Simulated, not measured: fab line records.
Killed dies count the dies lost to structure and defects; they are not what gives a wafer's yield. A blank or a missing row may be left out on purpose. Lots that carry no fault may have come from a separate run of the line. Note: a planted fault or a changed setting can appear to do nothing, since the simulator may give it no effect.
fab line records	flow n5Finfet
record: lots: 7	wafers: 21
route steps=1938 shown SDB@350 HKMG_FIN@435 MOL_CONTACT_COAG@523 BEOL_M0_SAQP@643
startH: hours from the record's first day to the start of the lot's first wafer shown	waitH: time in hours since the lot's previous step	" repeats the value in the row above	L1.1+2: several wafers, shown together as one row	- no value present, or no start provided	* or withheld: withheld	< > ~ a bound
route shown NAME@n: names a module that has steps shown in the file, with the first one's number in the route	usual: mean/standard deviation taken from wafers without a fault	same: alike in all rows	chamber/n: place in a boat	sites: the reading at each site	_std_site: standard deviation across them	_edge_site: mean of outer sites minus mean of inner sites	radiusMm: for every site, how far away it sits from the centre of the wafer	mask NAME#n: copy n	behind: the last tool/chamber to shape the wafer	hold: the reason the lot was held/the length of the hold in hours/how it ended	device: whichever transistor did not switch (one of n, p or np)	end of line: the tests these same wafers got at the end of their route	a step with no rows: only its recipe	killed: not the wafer's yield, but the dies lost to structure and defects at the first sort	map: the dies of a wafer, with x for killed, . for not killed, _ for no die there
set.NAME: the run value of the setting; set.NAME@STEP: its run value at that earlier step	model.NAME: the simulator's own value behind a step, which no gauge read
lots run with intentionally changed settings; tables by step, rows by wafer
== steps ==
step: N5_SDB_COAT_05
recipe: resist: CAR-ArF	spinRpm: 1500	resistThkNm: 90
lot.wafer	tool	chamber	startH	waitH	set.spinRpm	model.CAR-ArF_of_SDB_COAT_05.thkNm
L075.3	lithoTrack-02	0	-	-	1500	89.8
L075.4	"	0	"	"	1425	92.2
L075.5	"	0	"	"	1500	90
L076.1+4	lithoTrack-01	0	-	-	1500	90
L076.6	"	0	"	"	1500	89.8
L077.2	lithoTrack-01	0	-	-	1403	93.4
L077.3	"	0	"	"	1403	93.2
L077.6	"	0	"	"	1403	93
L078.1+5	lithoTrack-02	0	-	-	1500	90
L078.3	"	0	"	"	1500	89.6
L082.1	lithoTrack-05	0	-	-	1581	87.8
L082.3	"	0	"	"	1500	90
L082.5	"	0	"	"	1581	87.6
L089.2	lithoTrack-01	0	-	-	1500	90.2
L089.4	"	0	"	"	1500	90
L089.6	"	0	"	"	1500	89.8
L090.2	lithoTrack-01	0	-	-	1500	90.2
L090.5	"	0	"	"	1552	88.8
L090.6	"	0	"	"	1552	88.6
step: N5_SDB_EBR_07
recipe: solvent: PGMEA	ebrWidthMm: 1.5
step: N5_SDB_SOFTBAKE_06
recipe: tempC: 110	timeS: 60	resist: CAR-ArF
step: N5_SDB_EXPOSE_08
recipe: maskId: SDB	na: 1.35	sourceShape: conventional	sigmaOuter: 0.5	polarization: unpolarized	doseMj: 49.6
step: N5_SDB_PEB_09
recipe: pebTempC: withheld	pebTimeS: 60	resist: CAR-ArF
step: N5_SDB_DEVELOP_10
recipe: developTimeS: 30	developer: TMAH	resist: CAR-ArF	rinseLiquid: diw	dry: airSpin	devTempC: 23
lot.wafer	tool	chamber	startH	waitH	set.spinRpm@SDB_COAT_05	model.CAR-ArF_of_SDB_COAT_05.thkNm
L075.3	lithoTrack-05	0	-	-	1500	88.2
L075.4	"	0	"	"	1425	90.6
L075.5	"	0	"	"	1500	88.4
L076.1+4	lithoTrack-02	0	-	-	1500	88.4
L076.6	"	0	"	"	1500	88.2
L077.2	lithoTrack-01	0	-	-	1403	91.8
L077.3	"	0	"	"	1403	91.6
L077.6	"	0	"	"	1403	91.4
L078.1	lithoTrack-01	0	-	-	1500	88.4
L078.3	"	0	"	"	1500	87.8
L078.5	"	0	"	"	1500	88.2
L082.1+5	lithoTrack-05	0	-	-	1581	86
L082.3	"	0	"	"	1500	88.2
L089.2	lithoTrack-02	0	-	-	1500	88.4
L089.4+6	"	0	"	"	1500	88.2
L090.2	lithoTrack-01	0	-	-	1500	88.4
L090.5	"	0	"	"	1552	87.2
L090.6	"	0	"	"	1552	87
step: N5_SDB_DESCUM_16
recipe: chemistry: O2	timeS: 7.9	sourcePowerW: 50	biasPowerW: 20	pressureMtorr: 20	rfFrequencyHz: 2.712e+07	tempC: 40	resist: CAR-ArF	o2FlowSccm: 225
lot.wafer	tool	chamber	startH	waitH	set.spinRpm@SDB_COAT_05	model.CAR-ArF_of_SDB_COAT_05.thkNm
L075.3+5	rieDiel-05	1,2	70.60	0.0	1500	83.4
L075.4	"	2	"	"	1425	85.6
L076.1+4	rieDiel-03	1,0	77.57	0.0	1500	83.6
L076.6	"	2	"	"	1500	83.4
L077.2	rieDiel-04	3	84.13	0.0	1403	87
L077.3	"	2	"	"	1403	86.8
L077.6	"	0	"	"	1403	86.4
L078.1+5	rieDiel-04	3,2	91.64	0.3	1500	83.4
L078.3	"	1	"	"	1500	83
L082.1+5	rieDiel-04	0,1	114.18	0.0	1581	81.2
L082.3	"	2	"	"	1500	83.4
L089.2	rieDiel-04	3	154.60	0.2	1500	83.6
L089.4+6	"	1	"	"	1500	83.4
L090.2	rieDiel-05	3	165.15	0.0	1500	83.6
L090.5	"	0	"	"	1552	82.4
L090.6	"	1	"	"	1552	82.2
step: N5_SDB_ALD_29
recipe: material: SiNx	targetThkA: 300	tempC: 400	aldPrecursorFamily: SiH2I2	aldCoReactant: N2/H2-plasma	pulseTimeS: 1	aldCycles: 600	purgeTimeS: 2	coReactantPurgeTimeS: 2	pressureTorr: 2
lot.wafer	tool	chamber	startH	waitH	set.aldCycles	model.SiNx_of_SDB_ALD_29.thkNm
L075.3	aldSin-03	3	71.40	0.0	665	33.2
L075.4	"	0	"	"	600	30
L075.5	"	0	72.75	1.4	665	33.4
L076.1	aldSin-03	0	78.82	0.0	600	30.2
L076.4+6	"	2	"	"	600	29.8
L077.2+3	aldSin-03	1,2	85.62	0.2	535	26.8
L077.6	"	2	86.97	1.5	600	30
L078.1+5	aldSin-04	0,1	92.49	0.0	600	30
L078.3	"	3	"	"	630	31.6
L082.1	aldSin-03	2	114.97	0.0	663	33
L082.3	"	3	"	"	600	30
L082.5	"	2	116.33	1.4	600	30.2
L089.2	aldSin-02	2	155.64	0.1	646	32.2
L089.4+6	"	0,2	"	"	600	30
L090.2	aldSin-02	1	166.35	0.0	600	30.2
L090.5	"	1	167.70	1.4	557	28
L090.6	"	0	"	"	600	30
step: N5_HKMG_FIN_ETCH_32
recipe: chemistry: N2/H2	target: SOC	targetDepthA: 2400	tempC: 40	timeS: 300	ionEnergyEv: 200	maskMaterial: SiARC	pressureMtorr: 30	sourceW: 840	biasW: 150	n2FlowSccm: 200	h2FlowSccm: 200
usual: rfVppV: 524.0/2.8
lot.wafer	tool	chamber	startH	waitH	set.biasW	rfVppV
L075.3	rieDiel-04	0	79.80	0.0	161.4	551.1
L075.4	"	3	"	"	161.4	551.4
L075.5	"	0	"	"	150	526.7
L076.1	rieDiel-05	0	87.81	0.0	150	526.8
L076.4	"	2	"	"	150	519.4
L076.6	"	0	"	"	150	527.4
L077.2	rieDiel-04	1	94.25	0.0	150	525.4
L077.3	"	3	"	"	150	525.5
L077.6	"	1	"	"	150	524.9
L078.1	rieDiel-05	3	100.52	0.0	150	523.8
L078.3	"	1	"	"	150	519.7
L078.5	"	0	"	"	150	528.3
L082.1	rieDiel-03	2	123.25	0.0	150	519.8
L082.3	"	3	"	"	150	521.6
L082.5	"	0	"	"	132.8	487.0
L089.2	rieDiel-03	3	163.56	0.0	150	521.0
L089.4	"	1	"	"	150	525.4
L089.6	"	2	"	"	150	519.1
L090.2	rieDiel-05	2	174.36	0.0	150	527.8
L090.5	"	3	"	"	150	522.9
L090.6	"	0	"	"	150	527.3
step: N5_MOL_CONTACT_COAG_EXPOSE_05
recipe: maskId: CA	na: 0.33	sourceShape: annular	sigmaInner: 0.4	sigmaOuter: 0.8	polarization: unpolarized	defocusNm: 0	doseMj: 38.25
lot.wafer	tool	chamber	startH	waitH	mask	set.doseMj
L075.3+5	euvScanner-02	0	92.74	-	CA#0	38.25
L075.4	"	0	"	"	CA#0	35.67
L076.1+4+6	euvScanner-02	0	99.70	-	CA#0	38.25
L077.2+6	euvScanner-02	0	106.43	-	CA#0	38.25
L077.3	"	0	"	"	CA#0	36.47
L078.1+3+5	euvScanner-02	0	113.80	-	CA#0	38.25
L082.1+3+5	euvScanner-01	0	135.00	-	CA#0	38.25
L089.2+6	euvScanner-02	0	176.25	-	CA#0	39.97
L089.4	"	0	"	"	CA#0	38.25
L090.2+5+6	euvScanner-02	0	186.28	-	CA#0	38.25
step: N5_MOL_CONTACT_COAG_PEB_06
recipe: pebTempC: 100	pebTimeS: 60	resist: CAR-EUV
step: N5_MOL_CONTACT_COAG_DEVELOP_07
recipe: developTimeS: 30	developer: TMAH	resist: CAR-EUV	rinseLiquid: surfactantRinse	dry: airSpin	devTempC: 23
step: N5_MOL_CONTACT_COAG_CD_MEAS_08
recipe: targetCdNm: 28	landingEnergyEv: 500	detector: seInlens	polarity: opening
usual: cdNm: 28.15/0.24
lot.wafer	tool	chamber	startH	waitH	set.doseMj@MOL_CONTACT_COAG_EXPOSE_05	cdNm
L075.3	cdSem-03	0	92.86	-	38.25	28.25
L075.4	"	0	"	"	35.67	26.18
L075.5	"	0	"	"	38.25	28.19
L076.1	cdSem-02	0	99.83	-	38.25	28.25
L076.4	"	0	"	"	38.25	28.01
L076.6	"	0	"	"	38.25	28.09
L077.2	cdSem-02	0	106.56	-	38.25	28.47
L077.3	"	0	"	"	36.47	26.88
L077.6	"	0	"	"	38.25	28.09
L078.1	cdSem-02	0	113.93	-	38.25	27.90
L078.3	"	0	"	"	38.25	28.12
L078.5	"	0	"	"	38.25	28.51
L082.1	cdSem-03	0	135.13	-	38.25	28.02
L082.3	"	0	"	"	38.25	28.14
L082.5	"	0	"	"	38.25	28.47
L089.2	cdSem-02	0	176.37	-	39.97	28.77
L089.4	"	0	"	"	38.25	28.13
L089.6	"	0	"	"	39.97	29.34
L090.2	cdSem-02	0	186.40	-	38.25	28.44
L090.5	"	0	"	"	38.25	28.37
L090.6	"	0	"	"	38.25	28.39
step: N5_MOL_CONTACT_COAG_DESCUM_13
recipe: chemistry: O2	timeS: 7	sourcePowerW: 50	biasPowerW: 20	pressureMtorr: 20	rfFrequencyHz: 2.712e+07	tempC: 40	resist: CAR-EUV	o2FlowSccm: 225
step: N5_MOL_CONTACT_COAG_ETCH_59
recipe: chemistry: N2/H2	target: underlayer	targetDepthA: 130	maskMaterial: CAR-EUV	timeS: 10.4	ionEnergyEv: 200	pressureMtorr: 30	sourceW: 840	biasW: 150	n2FlowSccm: 200	h2FlowSccm: 200	ends: cleared
lot.wafer	tool	chamber	startH	waitH	set.doseMj@MOL_CONTACT_COAG_EXPOSE_05	model.MOL_CONTACT_COAG.cdOffsetNm
L075.3+5	rieDiel-05	0,1	93.26	0.0	38.25	0.2
L075.4	"	0	"	"	35.67	-1.6
L076.1+4	rieDiel-03	3,0	99.99	0.0	38.25	0.4
L076.6	"	3	"	"	38.25	0.6
L077.2	rieDiel-04	1	106.75	0.0	38.25	0.4
L077.3	"	2	"	"	36.47	-1
L077.6	"	2	"	"	38.25	0.2
L078.1+3+5	rieDiel-03	0,2,2	114.14	0.0	38.25	0.4
L082.1+5	rieDiel-03	0,1	135.36	0.0	38.25	0.4
L082.3	"	1	"	"	38.25	0.2
L089.2	rieDiel-04	2	176.53	0.0	39.97	1
L089.4	"	3	"	"	38.25	0.2
L089.6	"	0	"	"	39.97	1.2
L090.2+5+6	rieDiel-03	3,1,0	186.92	0.0	38.25	0.6
step: N5_MOL_CONTACT_COAG_ETCH_105
recipe: chemistry: CF4	target: SiARC	targetDepthA: 156	maskMaterial: CAR-EUV	timeS: 26	ionEnergyEv: 80	pressureMtorr: 40	sourceW: 545	biasW: 36	Ar_flow_sccm: 100	cf4FlowSccm: 100	ends: cleared
lot.wafer	tool	chamber	startH	waitH	set.doseMj@MOL_CONTACT_COAG_EXPOSE_05	model.MOL_CONTACT_COAG.cdOffsetNm
L075.3	rieDiel-05	0	93.28	0.0	38.25	0
L075.4	"	0	"	"	35.67	-1.6
L075.5	"	1	"	"	38.25	0.2
L076.1+4	rieDiel-03	3,0	100.01	0.0	38.25	0.4
L076.6	"	3	"	"	38.25	0.6
L077.2+6	rieDiel-04	1,2	106.77	0.0	38.25	0.2
L077.3	"	2	"	"	36.47	-1
L078.1	rieDiel-03	0	114.16	0.0	38.25	0.6
L078.3+5	"	2	"	"	38.25	0.4
L082.1+5	rieDiel-03	0,1	135.38	0.0	38.25	0.6
L082.3	"	1	"	"	38.25	0.2
L089.2	rieDiel-04	2	176.55	0.0	39.97	0.8
L089.4	"	3	"	"	38.25	0
L089.6	"	0	"	"	39.97	1
L090.2+5+6	rieDiel-03	3,1,0	186.94	0.0	38.25	0.6
step: N5_MOL_CONTACT_COAG_ETCH_106
recipe: chemistry: N2/H2	target: SOC	targetDepthA: 800	overetchA: 160	maskMaterial: SiARC	tempC: 40	timeS: 120	ionEnergyEv: 200	pressureMtorr: 30	sourceW: 840	biasW: 150	n2FlowSccm: 200	h2FlowSccm: 200
lot.wafer	tool	chamber	startH	waitH	set.doseMj@MOL_CONTACT_COAG_EXPOSE_05	model.MOL_CONTACT_COAG.cdOffsetNm
L075.3	rieDiel-05	0	93.30	0.0	38.25	-0.2
L075.4	"	0	"	"	35.67	-1.8
L075.5	"	1	"	"	38.25	0
L076.1	rieDiel-03	3	100.04	0.0	38.25	0.4
L076.4	"	0	"	"	38.25	0.2
L076.6	"	3	"	"	38.25	0.6
L077.2	rieDiel-04	1	106.80	0.0	38.25	0.2
L077.3	"	2	"	"	36.47	-1.2
L077.6	"	2	"	"	38.25	0
L078.1	rieDiel-03	0	114.19	0.0	38.25	0.8
L078.3+5	"	2	"	"	38.25	0.6
L082.1	rieDiel-03	0	135.41	0.0	38.25	0.6
L082.3	"	1	"	"	38.25	0.2
L082.5	"	1	"	"	38.25	0.4
L089.2	rieDiel-04	2	176.58	0.0	39.97	0.8
L089.4	"	3	"	"	38.25	0
L089.6	"	0	"	"	39.97	1
L090.2+5+6	rieDiel-03	3,1,0	186.96	0.0	38.25	0.8
step: N5_MOL_CONTACT_COAG_STRIP_107
recipe: chemistry: N2/H2	tempC: 40	n2FlowSccm: 200	h2FlowSccm: 200	rfFrequencyHz: 6e+07
step: N5_MOL_CONTACT_COAG_STRIP_108
recipe: chemistry: N2/H2	tempC: 40	n2FlowSccm: 200	h2FlowSccm: 200	rfFrequencyHz: 6e+07
step: N5_MOL_CONTACT_COAG_ETCH_110
recipe: chemistry: CF4/O2	target: Si	targetDepthA: 25	timeS: 8	pressureMtorr: 100	sourceW: 200	biasW: 12	ionEnergyEv: 60	Ar_flow_sccm: 100	cf4FlowSccm: 100	O2_flow_sccm: 10
step: N5_MOL_CONTACT_COAG_STRIP_98
recipe: chemistry: N2/H2	powerW: 500	tempC: 40	pressureMtorr: 50	rfFrequencyHz: 6e+07	overashFraction: 0.3	biasPowerW: 8	h2Frac: 0.5	n2FlowSccm: 300	h2FlowSccm: 300
step: N5_MOL_CONTACT_COAG_CD_MEAS_99
recipe: targetCdNm: 17.2	polarity: opening
usual: cdNm: 17.5/0.36
lot.wafer	tool	chamber	startH	waitH	set.doseMj@MOL_CONTACT_COAG_EXPOSE_05	cdNm
L075.3	cdSem-01	-	93.62	-	38.25	17.2
L075.4	"	-	"	"	35.67	15.6
L075.5	"	-	"	"	38.25	17.7
L076.1	cdSem-01	-	100.35	-	38.25	18.1
L076.4	"	-	"	"	38.25	17.4
L076.6	"	-	"	"	38.25	18.0
L077.2	cdSem-02	-	107.12	-	38.25	17.6
L077.3	"	-	"	"	36.47	15.8
L077.6	"	-	"	"	38.25	17.4
L078.1	cdSem-02	-	114.50	-	38.25	17.9
L078.3	"	-	"	"	38.25	17.8
L078.5	"	-	"	"	38.25	17.5
L082.1	cdSem-01	-	135.72	-	38.25	17.5
L082.3	"	-	"	"	38.25	17.5
L082.5	"	-	"	"	38.25	17.4
L089.2	cdSem-01	-	176.89	-	39.97	17.8
L089.4	"	-	"	"	38.25	17.2
L089.6	"	-	"	"	39.97	18.4
L090.2	cdSem-02	-	187.28	-	38.25	18.3
L090.5	"	-	"	"	38.25	17.9
L090.6	"	-	"	"	38.25	18.2
step: N5_MOL_CONTACT_COAG_VIA_ETCH_46
recipe: chemistry: C4F6/O2	targetDepthA: 460	overetchA: 92	maskMaterial: SOC	target: SiO2	biasW: 455	pressureMtorr: 10	timeS: 40	sourceW: 325	Ar_flow_sccm: 300	C4F6_flow_sccm: 10	O2_flow_sccm: 10	ionEnergyEv: 575.3	ends: endPoint
usual: rfVppV: 1591/30
lot.wafer	tool	chamber	startH	waitH	set.biasW	rfVppV
L075.3	rieDiel-05	1	106.71	0.0	381.5	1406
L075.4	"	0	"	"	455	1600
L075.5	"	3	"	"	455	1605
L076.1	rieDiel-05	3	110.88	0.0	455	1605
L076.4	"	3	"	"	455	1606
L076.6	"	1	"	"	455	1605
L077.2	rieDiel-04	1	116.77	0.0	522.2	1772
L077.3	"	2	"	"	522.2	1809
L077.6	"	1	"	"	455	1600
L078.1	rieDiel-03	2	127.42	0.0	455	1541
L078.3	"	1	"	"	531.2	1800
L078.5	"	0	"	"	455	1624
L082.1	rieDiel-04	2	146.58	0.0	455	1634
L082.3	"	0	"	"	455	1548
L082.5	"	1	"	"	455	1599
L089.2	rieDiel-05	2	187.36	0.0	524.6	1744
L089.4	"	1	"	"	524.6	1787
L089.6	"	1	"	"	524.6	1784
L090.2	rieDiel-05	2	197.69	0.0	455	1568
L090.5	"	1	"	"	455	1605
L090.6	"	0	"	"	455	1600
step: N5_MOL_CONTACT_COAG_ETCH_47
recipe: chemistry: CH3F/O2	target: SiNx	targetDepthA: 270	maskMaterial: SiO2	stopOn: W	overEtchFrac: 0.2	ionEnergyEv: 120	endpoint: OES-CN	pressureMtorr: 30	sourceW: 395	biasW: 73	Ar_flow_sccm: 150	CH3F_flow_sccm: 30	O2_flow_sccm: 20	ends: endPoint
usual: etchRfOnTimeS: 31.2/0.48	rfVppV: 298/6.1
lot.wafer	tool	chamber	startH	waitH	set.sourceW	etchRfOnTimeS	rfVppV	model.etch.tClearS	model.etch.overEtchS
L075.3	rieDiel-05	1	106.82	0.0	395	31.2	300	26.02	5.205
L075.4	"	0	"	"	395	31.3	300	26.05	5.21
L075.5	"	3	"	"	395	30.6	301	25.53	5.105
L076.1	rieDiel-05	3	110.99	0.0	395	31.1	302	25.96	5.192
L076.4	"	3	"	"	395	31.5	302	26.25	5.25
L076.6	"	1	"	"	395	31.3	301	26.06	5.212
L077.2	rieDiel-04	1	116.87	0.0	341.3	32.7	320	27.22	5.445
L077.3	"	2	"	"	341.3	33.2	328	27.64	5.529
L077.6	"	1	"	"	395	30.6	298	25.48	5.096
L078.1	rieDiel-03	2	127.53	0.0	431.8	31.1	278	25.94	5.188
L078.3	"	1	"	"	431.8	29.6	289	24.67	4.934
L078.5	"	0	"	"	395	32.0	305	26.63	5.325
L082.1	rieDiel-04	2	146.69	0.0	395	30.8	307	25.72	5.143
L082.3	"	0	"	"	395	31.0	291	25.87	5.174
L082.5	"	1	"	"	395	30.6	299	25.52	5.104
L089.2	rieDiel-05	2	187.47	0.0	422.9	30.1	284	25.12	5.024
L089.4	"	1	"	"	395	31.5	301	26.23	5.246
L089.6	"	1	"	"	395	31.1	301	25.91	5.181
L090.2	rieDiel-05	2	197.80	0.0	395	31.1	293	25.93	5.186
L090.5	"	1	"	"	395	31.2	302	26.02	5.205
L090.6	"	0	"	"	363	32.6	313	27.18	5.436
step: N5_BEOL_M0_SAQP_COAT_08
recipe: resist: CAR-ArF	spinRpm: 1500	resistThkNm: 90
lot.wafer	tool	chamber	startH	waitH	set.spinRpm	model.CAR-ArF_of_BEOL_M0_SAQP_COAT_08.thkNm
L075.3	lithoTrack-05	0	-	-	1500	90
L075.4	"	0	"	"	1500	89.8
L075.5	"	0	"	"	1500	90.2
L076.1	lithoTrack-05	0	-	-	1500	90
L076.4	"	0	"	"	1500	90.2
L076.6	"	0	"	"	1500	89.8
L077.2	lithoTrack-04	0	-	-	1655	86
L077.3	"	0	"	"	1655	85.8
L077.6	"	0	"	"	1500	90
L078.1+3+5	lithoTrack-04	0	-	-	1500	90.2
L082.1+3	lithoTrack-04	0	-	-	1500	90
L082.5	"	0	"	"	1500	89.6
L089.2	lithoTrack-05	0	-	-	1500	89.8
L089.4	"	0	"	"	1500	90
L089.6	"	0	"	"	1500	90.2
L090.2	lithoTrack-04	0	-	-	1366	94.2
L090.5	"	0	"	"	1366	94
L090.6	"	0	"	"	1500	89.6
step: N5_BEOL_M0_SAQP_ETCH_106
recipe: chemistry: N2/H2	target: SOC	targetDepthA: 1500	stopOn: SiNx	ionEnergyEv: 100	biasW: 61	pressureMtorr: 30	sourceW: 850	n2FlowSccm: 200	h2FlowSccm: 200
lot.wafer	tool	chamber	startH	waitH	set.targetDepthA	model.SOC_of_BEOL_M0_SAQP_COAT_105.thkNm
L075.3	rieDiel-01	2	116.28	-	1500	22.8
L075.4	"	3	"	"	1629	16.8
L075.5	"	0	"	"	1500	22.4
L076.1	rieDiel-01	3	120.93	-	1500	24
L076.4	"	2	"	"	1500	22.6
L076.6	"	2	"	"	1500	23.8
L077.2	rieDiel-01	1	126.53	-	1640	17.8
L077.3	"	3	"	"	1500	23.6
L077.6	"	3	"	"	1500	24
L078.1	rieDiel-02	1	137.97	-	1422	27.4
L078.3	"	3	"	"	1422	31
L078.5	"	2	"	"	1500	24.4
L082.1	rieDiel-02	0	156.45	-	1500	21.2
L082.3	"	2	"	"	1500	23.2
L082.5	"	0	"	"	1500	22
L089.2	rieDiel-06	2	201.17	-	1500	24
L089.4	"	0	"	"	1500	21.6
L089.6	"	2	"	"	1657	15.2
L090.2	rieDiel-06	2	207.24	-	1500	23.8
L090.5	"	0	"	"	1500	21
L090.6	"	3	"	"	1500	19.6
step: N5_BEOL_M0_SAQP_ETCH_107
recipe: chemistry: CH3F/O2	target: SiNx	targetDepthA: 300	maskMaterial: SOC	pressureMtorr: 30	sourceW: 395	biasW: 73	Ar_flow_sccm: 150	CH3F_flow_sccm: 30	O2_flow_sccm: 20	ionEnergyEv: 120
lot.wafer	tool	chamber	startH	waitH	set.targetDepthA@BEOL_M0_SAQP_ETCH_106	model.SOC_of_BEOL_M0_SAQP_COAT_105.thkNm
L075.3	rieDiel-01	2	116.34	0.0	1500	11.8
L075.4	"	3	"	"	1629	6
L075.5	"	0	"	"	1500	11.4
L076.1	rieDiel-01	3	120.99	0.0	1500	13.2
L076.4	"	2	"	"	1500	11.6
L076.6	"	2	"	"	1500	12.8
L077.2	rieDiel-01	1	126.59	0.0	1640	6.6
L077.3	"	3	"	"	1500	12.6
L077.6	"	3	"	"	1500	13.2
L078.1	rieDiel-02	1	138.03	0.0	1422	16.6
L078.3	"	3	"	"	1422	20.4
L078.5	"	2	"	"	1500	13.8
L082.1	rieDiel-02	0	156.51	0.0	1500	10.2
L082.3	"	2	"	"	1500	12.4
L082.5	"	0	"	"	1500	10.8
L089.2	rieDiel-06	2	201.23	0.0	1500	13
L089.4	"	0	"	"	1500	10.4
L089.6	"	2	"	"	1657	4.4
L090.2	rieDiel-06	2	207.30	0.0	1500	12.8
L090.5	"	0	"	"	1500	10
L090.6	"	3	"	"	1500	8.6
== key ==
split: step: N5_SDB_COAT_05	setting: spinRpm	stated: 1500	by: wafer
response: step: N5_SDB_COAT_05	reading: model.CAR-ArF_of_SDB_COAT_05.thkNm	change: -0.44	per: 1%	r: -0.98
response: step: N5_SDB_DEVELOP_10	reading: model.CAR-ArF_of_SDB_COAT_05.thkNm	change: -0.421	per: 1%	r: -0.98
response: step: N5_SDB_DESCUM_16	reading: model.CAR-ArF_of_SDB_COAT_05.thkNm	change: -0.414	per: 1%	r: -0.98
split: step: N5_SDB_ALD_29	setting: aldCycles	stated: 600	by: wafer
response: step: N5_SDB_ALD_29	reading: model.SiNx_of_SDB_ALD_29.thkNm	change: +0.293	per: 1%	r: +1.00
split: step: N5_HKMG_FIN_ETCH_32	setting: biasW	stated: 150	by: wafer
response: step: N5_HKMG_FIN_ETCH_32	reading: rfVppV	change: +3.03	per: 1%	r: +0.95
split: step: N5_MOL_CONTACT_COAG_EXPOSE_05	setting: doseMj	stated: 38.25	by: wafer
response: step: N5_MOL_CONTACT_COAG_CD_MEAS_08	reading: cdNm	change: +0.28	per: 1%	r: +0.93
response: step: N5_MOL_CONTACT_COAG_ETCH_59	reading: model.MOL_CONTACT_COAG.cdOffsetNm	change: +0.255	per: 1%	r: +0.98
response: step: N5_MOL_CONTACT_COAG_ETCH_105	reading: model.MOL_CONTACT_COAG.cdOffsetNm	change: +0.241	per: 1%	r: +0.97
response: step: N5_MOL_CONTACT_COAG_ETCH_106	reading: model.MOL_CONTACT_COAG.cdOffsetNm	change: +0.247	per: 1%	r: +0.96
response: step: N5_MOL_CONTACT_COAG_CD_MEAS_99	reading: cdNm	change: +0.273	per: 1%	r: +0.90
split: step: N5_MOL_CONTACT_COAG_VIA_ETCH_46	setting: biasW	stated: 455	by: wafer
response: step: N5_MOL_CONTACT_COAG_VIA_ETCH_46	reading: rfVppV	change: +12.7	per: 1%	r: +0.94
split: step: N5_MOL_CONTACT_COAG_ETCH_47	setting: sourceW	stated: 395	by: wafer
response: step: N5_MOL_CONTACT_COAG_ETCH_47	reading: etchRfOnTimeS	change: *	per: 1%	r: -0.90
response: step: N5_MOL_CONTACT_COAG_ETCH_47	reading: rfVppV	change: -2.06	per: 1%	r: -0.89
response: step: N5_MOL_CONTACT_COAG_ETCH_47	reading: model.etch.tClearS	change: -0.143	per: 1%	r: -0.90
response: step: N5_MOL_CONTACT_COAG_ETCH_47	reading: model.etch.overEtchS	change: -0.0286	per: 1%	r: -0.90
split: step: N5_BEOL_M0_SAQP_COAT_08	setting: spinRpm	stated: 1500	by: wafer
response: step: N5_BEOL_M0_SAQP_COAT_08	reading: model.CAR-ArF_of_BEOL_M0_SAQP_COAT_08.thkNm	change: -0.443	per: 1%	r: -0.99
split: step: N5_BEOL_M0_SAQP_ETCH_106	setting: targetDepthA	stated: 1500	by: wafer
response: step: N5_BEOL_M0_SAQP_ETCH_106	reading: model.SOC_of_BEOL_M0_SAQP_COAT_105.thkNm	change: -0.707	per: 1%	r: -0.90
response: step: N5_BEOL_M0_SAQP_ETCH_107	reading: model.SOC_of_BEOL_M0_SAQP_COAT_105.thkNm	change: -0.698	per: 1%	r: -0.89
